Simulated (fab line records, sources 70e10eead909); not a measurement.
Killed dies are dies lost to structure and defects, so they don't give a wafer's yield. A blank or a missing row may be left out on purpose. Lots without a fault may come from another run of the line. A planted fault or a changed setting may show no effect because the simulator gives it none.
Tool commonality check | flow nand_harc | 2 lots, 6 wafers sampled

WHY IT WAS OPENED
At NHARC_END_SORT_01 the reading killed_at_array is flagged on 2 of 2 lots. Wafers without a fault read 27, standard deviation 9.9.
Rule: a lot is flagged when every wafer of it that has a number lies more than 4 standard deviations from that mean, or none has a number. The other lots count as sound.

lot  | measured     | on        | killed_at_array, wafer by wafer | flag
L193 | day 24 06:50 | prober-01 | 669 674 673                     | FLAGGED
L192 | day 24 07:40 | prober-02 | 674 674 675                     | FLAGGED
The numbers of the flagged lots are 673 on average: +646 against the usual, or +65 standard deviations.

WHICH TOOL RAN EACH LOT
The record holds 4 process steps before the reading, out of a route of 1159 steps. In each cell: the tool, then ch and the chambers that the sampled wafers went through, then the start.
lot  | flag    | NHARC_A_STAIRCASE_ETCH_190                    | NHARC_A_STAIRCASE_TRIM_191         | NHARC_A_STAIRCASE_ETCH_192                    | NHARC_A_STAIRCASE_TRIM_196
L193 | FLAGGED | rie_diel-13 ch 2,3, day 16 16:01 or earlier   | rie_diel-13 ch 0,1,2, day 16 16:01 | rie_diel-13 ch 1,3, day 16 16:36 or earlier   | rie_diel-11 ch 0,1,3, day 16 16:36
L192 | FLAGGED | rie_diel-13 ch 0,1,2, day 16 06:59 or earlier | rie_diel-13 ch 1,3, day 16 06:59   | rie_diel-13 ch 0,2,3, day 16 07:33 or earlier | rie_diel-13 ch 0,2,3, day 16 07:33
What these steps do:
- NHARC_A_STAIRCASE_ETCH_190: etches the open film in C4F8/O2, target depth 100 nm, time 40.5 s.
- NHARC_A_STAIRCASE_TRIM_191: chemistry O2, time 211.2 s.
- NHARC_A_STAIRCASE_ETCH_192: etches the open film in C4F8/O2, target depth 100 nm, time 40.5 s.
- NHARC_A_STAIRCASE_TRIM_196: chemistry O2, time 211.2 s.
- NHARC_END_SORT_01

FLAGGED OVER TOTAL, TOOL BY TOOL (the gauges that took the reading come last)
step                       | tool        | lots run | flagged | share of the flagged lots | sound lots run after its first flagged lot
NHARC_A_STAIRCASE_ETCH_190 | rie_diel-13 | 2        | 2       | all                       | 0
NHARC_A_STAIRCASE_TRIM_191 | rie_diel-13 | 2        | 2       | all                       | 0
NHARC_A_STAIRCASE_ETCH_192 | rie_diel-13 | 2        | 2       | all                       | 0
NHARC_A_STAIRCASE_TRIM_196 | rie_diel-11 | 1        | 1       | some                      | 0
NHARC_A_STAIRCASE_TRIM_196 | rie_diel-13 | 1        | 1       | some                      | 0
NHARC_END_SORT_01          | prober-01   | 1        | 1       | some                      | 0
NHARC_END_SORT_01          | prober-02   | 1        | 1       | some                      | 0
NHARC_A_STAIRCASE_ETCH_190 gives no start for some lots, so the hours and the order of its lots are those of NHARC_A_STAIRCASE_TRIM_191. NHARC_A_STAIRCASE_ETCH_192 gives no start for some lots, so the hours and the order of its lots are those of NHARC_A_STAIRCASE_TRIM_196.

WHAT THE TABLE ALLOWS
3 rows of the table ran every flagged lot: rie_diel-13 at NHARC_A_STAIRCASE_ETCH_190, rie_diel-13 at NHARC_A_STAIRCASE_TRIM_191, rie_diel-13 at NHARC_A_STAIRCASE_ETCH_192.
- rie_diel-13 at NHARC_A_STAIRCASE_ETCH_190: 2 of its 2 lots flagged. It ran no sound lot before its first flagged lot in this sample, so the start can't be narrowed down.
- rie_diel-13 at NHARC_A_STAIRCASE_TRIM_191: 2 of its 2 lots flagged. It ran no sound lot before its first flagged lot in this sample, so the start can't be narrowed down.
- rie_diel-13 at NHARC_A_STAIRCASE_ETCH_192: 2 of its 2 lots flagged. It ran no sound lot before its first flagged lot in this sample, so the start can't be narrowed down.
One tool is left: rie_diel-13 at NHARC_A_STAIRCASE_ETCH_190 and NHARC_A_STAIRCASE_TRIM_191 and NHARC_A_STAIRCASE_ETCH_192.

WHAT THE SIMULATOR HAD PUT IN
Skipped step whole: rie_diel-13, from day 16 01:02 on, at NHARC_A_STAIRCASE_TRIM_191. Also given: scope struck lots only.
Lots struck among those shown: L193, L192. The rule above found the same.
